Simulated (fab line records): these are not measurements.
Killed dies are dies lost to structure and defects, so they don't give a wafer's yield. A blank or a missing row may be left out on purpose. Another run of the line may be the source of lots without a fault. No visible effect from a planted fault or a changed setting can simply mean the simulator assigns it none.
A lot that was struck, set against a sound lot ; flow n5Finfet ; 15 steps out of a route of 1938
Sound: the wafers L406.1, L406.3, L406.6. Struck: wafer L417.2 (left out: L417.1, L417.6 of the same lot, which were not struck); the cause appears at the end.
Per side, at each step with rows, come the tool, then ch with its chambers, and then its first start. Under that, the readings that differ: sound wafers ; struck wafers ; difference of the means ; sigmas: that difference in standard deviations of wafers without a fault.
alike: a reading whose means differ by less than 2 such deviations, as well as words and numbers matching on both sides. not compared: withheld readings; readings where some wafer has no value; bounds like >300 that might hide an equal value; numbers whose values overlap and for which the record gives no deviation.
The two part at a step that has a row with sigmas, a row that says differs or no value, or rows on one side only. Numbers that don't overlap but have no deviation are shown without sigmas and don't part them. A reading that every wafer of one side lacks parts them only if that side has two wafers or more.

N5_BEOL_M9_TRENCH_ETCH_37: etches SiCOH lowk in C4F6/O2, target depth 151.43 nm, time 49 s.
  sound on rieDiel-02 ch 0,3; struck on rieDiel-02 ch 2
reading;sound;struck;difference;sigmas
rfFwdPowerW (W);337.6 340.7 339.9;343.2;+3.8;+3
rfVppV (V);690 716 689;658;-40;-2
throttleValvePct (%);21.05 21.11 21.05;20.59;-0.48;-2
  alike: C4F6_flow_sccm, drypumpMotorCurrentA, oesProductAu, showerheadPlenumPTorr
  not compared: rfHoursCounterH
N5_BEOL_M9_ETCH_41: etches SiCN in CH3F/O2, target depth 36.6 nm, time 70.1 s.
  sound on rieDiel-02 ch 0,3; struck on rieDiel-02 ch 2
reading;sound;struck;difference;sigmas
rfFwdPowerW (W);388.9 391.8 392.8;393.9;+2.7;+2
throttleValvePct (%);16.38 16.53 16.36;16.00;-0.42;-2
  alike: drypumpMotorCurrentA, oesProductAu, rfVppV, showerheadPlenumPTorr
  not compared: rfHoursCounterH
then, 1 step without rows for these wafers: N5_BEOL_M9_STRIP_80 (strips in N2/H2, time 10 s).
N5_BEOL_M9_OCD_MEAS_38:
  struck on ocd-01, day 17 22:19; sound on ocd-02, day 14 12:03
  alike: trenchDepthNm
then, 4 steps without rows for these wafers: N5_BEOL_M9_HM_STRIP_39 (strips TiN in peroxide tin strip, target depth 25 nm, time 158 s); N5_BEOL_M9_SRD_40 (time 30 s); N5_BEOL_M9_PRECLEAN_42 (cleans in residue remover, time 60 s); N5_BEOL_M9_SRD_43 (time 30 s).
N5_BEOL_M9_CD_MEAS_35: target cd 70 nm, target cd y 40 nm.
  struck on cdSem-03, day 17 22:28; sound on cdSem-03, day 14 12:12
  alike: cdNm
N5_BEOL_M9_CURE_72: cures SiCOH lowk, time 120 s.
  sound on uvCure-03 ch 0, day 14 12:14; struck on uvCure-03 ch 1, day 17 22:30
  alike: lampPowerPct, wafer_temp_C_max
then, 1 step without rows for these wafers: N5_BEOL_M9_DEGAS_44 (time 60 s).
N5_BEOL_M9_PRE_CLEAN_45: time 30 s.
  struck on pvdSputter-03, day 17 22:53; sound on pvdSputter-03, day 14 12:36
  alike: heaterPowerW
N5_BEOL_M9_ALD_74: deposits TaN, target thk 2 nm, pulse time 2 s, purge time 3 s.
  sound on aldMetal-03 ch 1,3, day 14 12:41; struck on aldMetal-04 ch 2, day 17 22:57
reading;sound;struck;difference;sigmas
aldCycles;40 40 40;67;+27;
model.TaN_of_BEOL_M9_ALD_74.thkNm (nm);2 2 2;3.4;+1.4;
  alike: heaterPowerOuterW, heaterPowerW
N5_BEOL_M9_SURFACE_TREAT_79:
  struck on pvdSputter-01, day 17 23:15; sound on pvdSputter-03, day 14 13:08
  not compared: pressureMtorr, throttleValvePct
-- here the record skips 3 days between the struck wafers' starts before and after, leaving off in module BEOL_M9 and picking up in module PASSIVATION (first step shown: number 1936 of the route) --
N5_PASSIVATION_PROBE_49:
  struck on prober-01, day 20 17:53; sound on prober-02, day 17 11:17
reading;sound;struck;difference;sigmas
killedAtFrontEnd;21 27 14;47;+26;+2
  alike: defectLimitedYield, killed_at_M0_to_M3, killed_at_M4_up, killedAtContacts, killedAtOther, killedDies, killedOpen, killedShort, sort_bin_5_function, sort_bin_6_memory, sortNPass, sortYieldPct

== WHERE THEY PART ==
First at N5_BEOL_M9_TRENCH_ETCH_37; last, within this record, at N5_PASSIVATION_PROBE_49.

WHY: what had been put in by the simulator
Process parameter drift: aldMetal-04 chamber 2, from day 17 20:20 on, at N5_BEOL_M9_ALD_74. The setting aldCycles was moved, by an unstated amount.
